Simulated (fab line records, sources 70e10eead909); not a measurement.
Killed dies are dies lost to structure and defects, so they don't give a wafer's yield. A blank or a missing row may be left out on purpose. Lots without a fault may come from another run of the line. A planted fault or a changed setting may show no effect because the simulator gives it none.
fab line records | flow nand_harc
record lots=13 wafers=39 last_day=34
route steps=1302 shown A_STAIRCASE@669
lots that met no fault: from a run of the same line without faults
start_h: hours from the record's first day to the start of the lot's first wafer shown | wait_h: hours since the lot's step before | " the same as in the row above | L1.1+2: a row that stands for several wafers | - no value, or no start given | * or withheld: withheld | < > ~ a bound
route shown NAME@n: a module of which the file shows steps, and the number in the route of the first | usual: mean/standard deviation of fault-free wafers | same: alike in all rows | chamber/n: place in a boat | sites: the reading at each site | _std_site: their standard deviation | _edge_site: outer sites' mean less inner sites' | radius_mm: how far each site lies from the wafer's centre | mask NAME#n: copy n | behind: the tool/chamber that last shaped the wafer | hold: why the lot was held/for how many hours/how that ended | device: the transistor (n, p or np) that didn't switch | end of line: the same wafers' tests at the end of the route | a step without rows: its recipe alone | killed: dies lost to structure and defects at the first sort, not the wafer's yield | map: a wafer's dies, x killed, . not, _ none there
set.NAME: the setting as run; set.NAME@STEP: as run at that earlier step | model.NAME: the simulator's own value behind a step, which no gauge read
steps of the route over a sample of lots; a table a step, a row a wafer
services: from which hour (start_h, from the record's first day; less than 0 if before it) a tool's chamber was out of use, for how many hours, and why
## steps
# step NHARC_A_STAIRCASE_ETCH_13
# recipe target_depth_a=1000 time_s=40.5 ion_energy_ev=400 c4f8_flow_sccm=20 o2_flow_sccm=10 ar_flow_sccm=withheld rf_w=600 bias_w=1000 chemistry=C4F8/O2
# usual oes_product_au=0.947/0.013 rf_vpp_V=895/5.8
# columns lot.wafer tool chamber start_h wait_h oes_product_au rf_hours_counter_h rf_vpp_V
L759.2 rie_diel-03 2 - - 0.959 21 891
L759.1 " 0 " " 0.977 23 894
L759.6 " 2 " " 0.960 - 890
L760.2 rie_diel-13 1 - - 0.941 3 906
L760.1 " 2 " " 0.961 3 897
L760.6 " 0 " " 0.955 - 899
L761.4 rie_diel-12 2 - - 0.961 26 893
L761.3 " 3 " " 0.962 28 897
L761.5 " 2 " " 0.972 - 893
L762.2 rie_diel-13 3 - - 0.968 9 888
L762.1 " 0 " " 0.939 7 898
L762.4 " 1 " " 0.936 8 905
L763.2 rie_diel-03 2 - - 0.950 36 891
L763.5 " 0 " " 0.963 - 893
L763.6 " 1 " " 0.916 - 888
L765.4 rie_diel-13 2 - - 0.950 17 896
L765.2 " 3 " " 0.947 17 887
L765.6 " 1 " " 0.929 - 905
L766.1 rie_diel-13 3 - - 0.953 23 888
L766.5 " 3 " " 0.956 - 886
L766.6 " 0 " " 0.950 - 898
L775.3 rie_diel-03 1 - - 0.930 14 906
L775.1 " 2 " " 0.919 16 890
L775.5 " 0 " " 0.958 - 891
L774.1 rie_diel-12 0 - - 0.946 21 898
L774.5 " 3 " " 0.953 - 897
L774.6 " 0 " " 0.944 - 898
L776.4 rie_diel-03 1 - - 0.948 16 907
L776.6 " 0 " " 0.971 - 892
L776.5 " 1 " " 0.954 - 906
L781.1 rie_diel-12 1 - - 0.939 38 889
L781.4 " 3 " " 0.958 39 897
L781.6 " 1 " " 0.943 - 889
L782.3 rie_diel-03 0 - - 0.970 33 892
L782.2 " 2 " " 0.928 36 890
L782.4 " 0 " " 0.965 - 892
L780.4 rie_diel-12 1 - - 0.921 39 889
L780.1 " 3 " " 0.940 40 896
L780.6 " 1 " " 0.932 - 889
# step NHARC_A_STAIRCASE_TRIM_22
# recipe time_s=211.2 o2_flow_sccm=500 ar_flow_sccm=0 bias_w=0 chemistry=O2
# usual drypump_motor_current_A=6.0/0.36 oes_product_au=1.004/0.012 rf_vpp_V=57.8/0.91 showerhead_plenum_p_Torr=3.54/0.16 throttle_valve_pct=17.037/0.0091
# columns lot.wafer tool chamber start_h wait_h drypump_motor_current_A oes_product_au rf_hours_counter_h rf_vpp_V showerhead_plenum_p_Torr throttle_valve_pct
L759.2 rie_diel-12 3 - - 5.7 1.018 22 57.1 3.59 17.043
L759.1 " 1 " " 5.7 0.999 21 56.9 3.37 17.047
L759.6 " 3 " " 5.7 1.014 - 59.1 3.59 17.024
L760.2 rie_diel-13 2 - - 6.5 1.002 3 58.0 3.52 17.052
L760.1 " 3 " " 5.6 1.015 3 58.7 3.31 17.046
L760.6 " 1 " " 6.4 0.985 - 56.8 3.81 17.030
L761.4 rie_diel-12 0 - - 6.1 1.007 28 59.3 3.63 17.036
L761.3 " 1 " " 5.7 1.005 26 58.9 3.37 17.031
L761.5 " 3 " " 5.7 1.020 - 58.6 3.58 17.038
L762.1 rie_diel-13 3 - - 5.6 1.011 10 57.9 3.31 17.055
L762.2 " 0 " " 6.3 1.000 8 58.0 3.62 17.039
L762.4 " 1 " " 6.4 0.988 8 58.2 3.80 17.051
L763.2 rie_diel-13 1 - - 6.4 0.993 9 59.1 3.80 17.022
L763.6 " 1 " " 6.5 0.991 - 58.4 3.80 17.021
L763.5 " 2 " " 6.5 1.009 - 57.5 3.52 17.049
L765.4 rie_diel-13 3 - - 5.6 1.013 17 58.7 3.31 17.018
L765.2 " 1 " " 6.5 0.979 14 59.5 3.80 17.027
L765.6 " 0 " " 6.3 1.003 - 58.0 3.61 17.043
L766.1 rie_diel-12 2 - - 5.4 1.012 46 57.4 3.43 17.036
L766.6 " 1 " " 5.7 0.991 - 58.8 3.37 17.044
L766.5 " 2 " " 5.4 1.012 - 57.5 3.43 17.030
L775.1 rie_diel-03 2 - - 6.0 0.996 17 58.6 3.36 17.053
L775.3 " 3 " " 5.9 1.005 17 59.0 3.69 17.052
L775.5 " 2 " " 6.0 0.997 - 57.9 3.36 17.034
L774.1 rie_diel-12 0 - - 6.1 0.993 22 55.5 3.60 17.023
L774.5 " 2 " " 5.4 0.992 - 56.4 3.41 17.034
L774.6 " 3 " " 5.7 0.997 - 57.0 3.56 17.047
L776.4 rie_diel-03 3 - - 5.9 1.001 19 58.4 3.69 17.036
L776.6 " 0 " " 6.2 1.029 - 58.6 3.43 17.029
L776.5 " 1 " " 6.2 1.006 - 57.0 3.80 17.051
L781.1 rie_diel-03 0 - - 6.2 1.011 34 58.0 3.42 17.045
L781.4 " 0 " " 6.2 1.018 - 58.7 3.42 17.026
L781.6 " 2 " " 6.0 0.993 - 57.0 3.35 17.047
L782.4 rie_diel-13 1 - - 6.4 1.003 16 58.8 3.77 17.034
L782.2 " 3 " " 5.6 0.994 20 58.0 3.80 17.026
L782.3 " 0 " " 6.4 1.033 18 58.4 3.58 17.040
L780.4 rie_diel-13 0 - - 6.3 1.025 19 57.5 3.58 17.024
L780.1 " 2 " " 6.5 1.000 19 57.5 3.48 17.040
L780.6 " 0 " " 6.3 1.021 - 58.4 3.58 17.025
# step NHARC_A_STAIRCASE_STRIP_175
# recipe power_w=1500 temp_c=250 chemistry=O2
# usual drypump_motor_current_A=5.7/0.5 heater_power_w=350/49
# columns lot.wafer tool chamber start_h wait_h drypump_motor_current_A heater_power_w rf_hours_counter_h
L759.1 plasma_asher-02 1 348.15 0.1 5.0 340 18
L759.2 " 0 " " 6.0 371 18
L759.6 " 0 " " 6.0 370 -
L760.1 plasma_asher-02 1 366.57 0.1 5.0 341 22
L760.2 " 0 " " 6.1 370 22
L760.6 " 0 " " 6.1 369 -
L761.3 plasma_asher-01 1 366.93 0.3 5.4 397 -
L761.4 " 0 " " 6.3 278 -
L761.5 " 0 " " 6.2 278 -
L762.2 plasma_asher-02 1 384.83 0.1 5.0 339 26
L762.1 " 0 " " 6.0 370 26
L762.4 " 1 " " 5.0 346 -
L763.2 plasma_asher-01 0 386.31 0.1 6.3 279 8
L763.6 " 1 " " 5.4 403 -
L763.5 " 0 " " 6.3 280 -
L765.2 plasma_asher-01 0 401.14 0.1 6.3 270 12
L765.4 " 1 " " 5.4 412 -
L765.6 " 1 " " 5.4 416 -
L766.1 plasma_asher-01 0 418.38 0.1 6.3 274 15
L766.5 " 0 " " 6.3 277 -
L766.6 " 1 " " 5.4 410 -
L775.1 plasma_asher-02 0 526.11 0.2 6.0 352 21
L775.3 " 1 " " 5.0 353 -
L775.5 " 0 " " 6.1 357 -
L774.1 plasma_asher-02 1 526.34 0.1 5.0 352 21
L774.6 " 1 " " 5.0 342 -
L774.5 " 0 " " 6.0 367 -
L776.4 plasma_asher-02 0 530.45 0.2 6.0 367 -
L776.5 " 1 " " 5.0 357 -
L776.6 " 0 " " 6.0 358 -
L781.1 plasma_asher-01 1 576.97 0.1 5.4 409 10
L781.4 " 1 " " 5.4 424 -
L781.6 " 0 " " 6.3 282 -
L782.2 plasma_asher-02 0 577.19 0.1 6.0 356 32
L782.4 " 0 " " 6.0 365 -
L782.3 " 1 " " 5.0 346 -
L780.1 plasma_asher-02 1 580.07 0.8 5.0 358 33
L780.4 " 1 " " 5.0 355 -
L780.6 " 1 " " 5.0 349 -
# step NHARC_A_STAIRCASE_STRIP_148
# recipe time_s=900 temp_c=130 chemistry=SPM
# usual bath_guard_temp_C=130.0/0.56 bath_heat_duty_pct=14.7/1.6
# columns lot.wafer tool chamber start_h wait_h bath_guard_temp_C bath_heat_duty_pct
L759.6 wet_bench-01 5 348.51 0.1 130.1 14.2
L759.1 " 6 " " 129.8 14.5
L759.2 " 7 " " 130.8 13.8
L760.2 wet_bench-05 5 366.93 0.3 129.7 16.4
L760.1 " 7 " " 129.5 13.2
L760.6 " 1 " " 129.8 15.2
L761.5 wet_bench-01 5 367.21 0.1 130.3 14.1
L761.3 " 6 " " 130.2 14.1
L761.4 " 7 " " 131.0 13.9
L762.4 wet_bench-05 0 385.18 0.2 130.4 13.4
L762.1 " 2 " " 130.6 14.0
L762.2 " 4 " " 129.1 11.9
L763.6 wet_bench-05 2 386.62 0.1 130.6 16.0
L763.5 " 4 " " 129.2 13.6
L763.2 " 5 " " 129.7 16.2
L765.4 wet_bench-05 6 401.44 0.2 129.3 17.4
L765.6 " 1 " " 130.5 15.5
L765.2 " 2 " " 130.7 14.9
L766.6 wet_bench-03 7 418.75 0.1 130.5 17.5
L766.1 " 0 " " 129.4 12.5
L766.5 " 1 " " 130.4 14.6
L775.1 wet_bench-05 4 526.41 0.3 - -
L775.5 " 6 " " - -
L775.3 " 7 " " - -
L774.5 wet_bench-03 7 526.70 0.1 - -
L774.6 " 2 " " - -
L774.1 " 3 " " - -
L776.5 wet_bench-03 2 530.67 0.1 - -
L776.4 " 3 " " - -
L776.6 " 4 " " - -
L781.6 wet_bench-05 7 577.32 0.1 130.0 13.3
L781.4 " 0 " " 131.0 12.5
L781.1 " 4 " " 128.9 13.8
L782.2 wet_bench-01 2 577.54 0.3 130.5 14.6
L782.3 " 4 " " 130.3 15.4
L782.4 " 5 " " 130.0 15.3
L780.4 wet_bench-01 3 580.37 0.2 130.7 12.8
L780.1 " 5 " " 130.4 13.3
L780.6 " 7 " " 130.9 14.5
## services
# columns tool chamber start_h hours kind
wet_bench-03 - 325.31 6.6 repair
rie_diel-13 - 342.05 9.0 pm
plasma_asher-01 - 342.30 9.0 pm
wet_bench-03 - 357.76 1.8 repair
wet_bench-05 - 386.92 2.0 repair
rie_diel-12 3 391.16 15.7 repair
rie_diel-12 1 393.31 17.1 repair
rie_diel-03 0 407.54 3.3 repair
plasma_asher-02 - 421.78 4.5 repair
rie_diel-13 1 436.55 14.8 repair
wet_bench-05 - 436.80 8.0 pm
rie_diel-12 - 446.76 9.0 pm
wet_bench-01 - 453.94 8.0 pm
rie_diel-03 - 460.50 9.0 pm
plasma_asher-01 - 469.08 8.6 repair
plasma_asher-01 - 485.14 2.0 repair
rie_diel-13 1 511.94 4.5 repair
plasma_asher-01 - 519.39 9.0 pm
rie_diel-13 - 519.68 9.0 pm
rie_diel-12 0 537.58 4.4 repair
plasma_asher-01 - 564.48 0.5 repair
rie_diel-03 3 568.58 8.0 repair
plasma_asher-01 - 578.80 3.8 repair
wet_bench-05 - 579.32 2.1 repair
## key
first_sign step=NHARC_A_STAIRCASE_STRIP_148 reading=tool_record direction=missing
effect none on later readings
met_at NHARC_A_STAIRCASE_STRIP_148
struck_lots L774,L775,L776
tester_left_out L774,L775,L776
not_acting_at NHARC_A_STAIRCASE_ETCH_13,NHARC_A_STAIRCASE_TRIM_22,NHARC_A_STAIRCASE_STRIP_175
onset_between 418.75 526.41
fault kind=skipped_step_whole tool=wet_bench-03,wet_bench-05 chamber=- onset_h=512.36 steps=NHARC_A_STAIRCASE_STRIP_148 scope=struck_lots_only
# tester_left_out: of these lots the tester's yield and bins aren't shown, on N5 and GAA mostly nor the transistor test; their killed dies are dies lost to structure and defects alone, not to doping, threshold or leakage, so they don't give the yield
